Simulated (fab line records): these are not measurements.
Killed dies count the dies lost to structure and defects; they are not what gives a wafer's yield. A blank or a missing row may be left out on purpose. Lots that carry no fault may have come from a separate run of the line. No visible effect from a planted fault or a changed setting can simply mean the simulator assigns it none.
Struck lot and sound lot, side by side ; flow nand-harc ; 15 out of 1302 route steps
Sound: wafers L383.2, L383.5, L383.6. Wafers struck: L377.4, L377.5, L377.6. At the end, the cause is stated.
Per side, at each step with rows, come the tool, then ch with its chambers, and then its first start. Under that, the readings that differ: sound wafers ; struck wafers ; difference of the means ; sigmas: that difference in standard deviations of wafers without a fault.
alike: same words and numbers on both sides, and readings whose means sit less than 2 such deviations apart. not compared: any withheld reading, any reading some wafer has no value for, any bound like >300 that may hide the same value, and any number with overlapping values for which the record gives no deviation.
The two part at a step that has a row with sigmas, a row that says differs or no value, or rows on one side only. Numbers that have no deviation but don't overlap get no sigmas and don't part them. A reading that every wafer of one side lacks parts them only if that side has two wafers or more.

first, 8 steps without rows for these wafers: NHARC_A_CHANNEL_HOLE_D1_COAT_36 (time 75 s); NHARC_A_CHANNEL_HOLE_D1_COAT_37 (time 65 s); NHARC_A_CHANNEL_HOLE_D1_COAT_04 (resist thk 90 nm); NHARC_A_CHANNEL_HOLE_D1_SOFTBAKE_05 (time 55 s); NHARC_A_CHANNEL_HOLE_D1_EBR_06; NHARC_A_CHANNEL_HOLE_D1_EXPOSE_07 (exposes mask HOLE D1, target cd 100 nm); NHARC_A_CHANNEL_HOLE_D1_PEB_08 (peb time 65 s); NHARC_A_CHANNEL_HOLE_D1_DEVELOP_09 (develop time 35 s).
NHARC_A_CHANNEL_HOLE_D1_CD_MEAS_10: the cd target is 100 nm.
  sound on cd-sem-03 ch 0, day 16 02:34; struck on cd-sem-02 ch 0, day 13 07:41
  alike: cd-nm
NHARC_A_CHANNEL_HOLE_D1_OVL_MEAS_11:
  sound on overlay-02 at day 16 02:40; struck on overlay-01 at day 13 07:46
  alike: overlay-x-nm, overlay-y-nm
NHARC_A_CHANNEL_HOLE_D1_INSPECT_12:
  sound on defect-inspect-02 at day 16 02:42; struck on defect-inspect-01 at day 13 07:49
  alike: raw-defect-count
NHARC_A_CHANNEL_HOLE_D1_DESCUM_15: chemistry O2, time 3 s.
  sound on rie-diel-11 ch 0,3, day 16 02:46; struck on rie-diel-11 ch 0,1,2, day 13 07:53
  alike: drypump-motor-current-A, oes-product-au, rf-vpp-V, showerhead-plenum-p-Torr, throttle-valve-pct
  not compared: rf-hours-counter-h
NHARC_A_CHANNEL_HOLE_D1_ETCH_38: etches the open film in CF4, target depth 39 nm, time 65 s.
  sound on rie-diel-11 ch 0,1,3, day 16 03:01; struck on rie-diel-11 ch 1,2,3, day 13 07:58
reading;sound;struck;difference;sigmas
oes-product-au (a.u.);1.010 0.979 0.995;0.831 0.856 0.847;-0.150;-12
  alike: drypump-motor-current-A, rf-vpp-V, showerhead-plenum-p-Torr, throttle-valve-pct
  not compared: rf-hours-counter-h
NHARC_A_CHANNEL_HOLE_D1_ETCH_39: etches the open film in N2/H2, target depth 260 nm, time 325 s.
  sound on rie-diel-11 ch 0,3; struck on rie-diel-11 ch 0,3
  alike: drypump-motor-current-A, oes-product-au, rf-vpp-V, showerhead-plenum-p-Torr, throttle-valve-pct
  not compared: rf-hours-counter-h
-- record jumps: 16 days between struck wafers' starts before vs after; left off in module A_CHANNEL_HOLE_D1, resumes in module END, first step shown is number 1302 of the route --
NHARC_END_SORT_01:
  only the struck wafers appear in the record here, on prober-02 ch 0 at day 28 22:55; the sound ones have no rows

## WHERE THEY PART
Last at NHARC_END_SORT_01 as far as this record goes, first at NHARC_A_CHANNEL_HOLE_D1_ETCH_38.

WHY: what the simulator had put in
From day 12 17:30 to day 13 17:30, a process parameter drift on rie-diel-11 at NHARC_A_CHANNEL_HOLE_D1_ETCH_38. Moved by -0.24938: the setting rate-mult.
